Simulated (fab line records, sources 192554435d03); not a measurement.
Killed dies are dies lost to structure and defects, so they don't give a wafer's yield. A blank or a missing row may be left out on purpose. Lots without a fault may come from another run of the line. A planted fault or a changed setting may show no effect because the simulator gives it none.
Chamber matching | flow n5_finfet | N5_FIN_SAQP_SPACER2_ALD_28 on ald_sin-03: 4 sister chambers
The step deposits SiO2, target thk 8.1 nm, pulse time 1 s, purge time 2 s. 18 wafers are shown with their chamber, then 9 later ones without.

WAFERS WITH THEIR CHAMBER
wafer  | chamber | heater_power_w (W) | precursor_pulse_height_rel
L080.1 | 2       | 474                | 1.022
L080.3 | 3       | 498                | 1.005
L080.5 | 1       | 497                | 0.998
L081.2 | 0       | 502                | 0.994
L081.3 | 2       | 487                | 0.996
L081.6 | 2       | 478                | 0.998
L087.2 | 1       | 483                | 0.989
L087.4 | 2       | 507                | 0.944
L087.5 | 0       | 487                | 0.977
L089.1 | 2       | 499                | 1.015
L089.5 | 2       | 508                | 1.010
L089.6 | 3       | 461                | 0.978
L090.3 | 1       | 478                | 1.021
L090.5 | 0       | 499                | 1.024
L090.6 | 3       | 469                | 0.985
L093.2 | 1       | 484                | 0.993
L093.3 | 2       | 511                | 0.980
L093.4 | 3       | 466                | 1.010

SIGNATURES (means of the wafers above)
reading                    | chamber 0 | chamber 1 | chamber 2 | chamber 3 | scatter within a chamber
heater_power_w             | 496.00    | 485.50    | 494.86    | 473.50    | 13.5
precursor_pulse_height_rel | 0.99833   | 1.00025   | 0.99500   | 0.99450   | 0.0218
Rule: a wafer's distance from a chamber is the root of the sum, over the readings, of the square of ((its reading less the chamber's mean) divided by the reading's scatter). The wafer belongs to the nearest chamber; if the next one is less than 2 further off, it can't be placed. The scatter: the root of (the sum of the squares of (reading less its chamber's mean) over the shown wafers, divided by (wafers less chambers)).

WAFERS WITHOUT THEIR CHAMBER
wafer  | heater_power_w (W) | precursor_pulse_height_rel
L095.2 | 498                | 1.012
L095.4 | 486                | 0.996
L095.6 | 497                | 0.971
L096.1 | 495                | 1.018
L096.5 | 501                | 1.007
L096.6 | 471                | 0.997
L097.1 | 516                | 0.964
L097.3 | 477                | 1.015
L097.5 | 508                | 1.000

WHICH CHAMBER EACH WENT THROUGH
wafer  | from the rows above               | in truth
L095.2 | can't be placed: 0 or 2 or 1 or 3 | 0
L095.4 | can't be placed: 1 or 2 or 0 or 3 | 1
L095.6 | can't be placed: 2 or 0 or 1 or 3 | 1
L096.1 | can't be placed: 0 or 2 or 1 or 3 | 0
L096.5 | can't be placed: 0 or 2 or 1 or 3 | 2
L096.6 | can't be placed: 3 or 1 or 2 or 0 | 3
L097.1 | can't be placed: 2 or 0 or 1 or 3 | 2
L097.3 | can't be placed: 1 or 3 or 0 or 2 | 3
L097.5 | can't be placed: 0 or 2 or 1 or 3 | 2
Placed correctly: 0 of 9. Can't be placed from these rows: 9 (the true chamber is among the candidates in 9). Placed wrongly: 0.
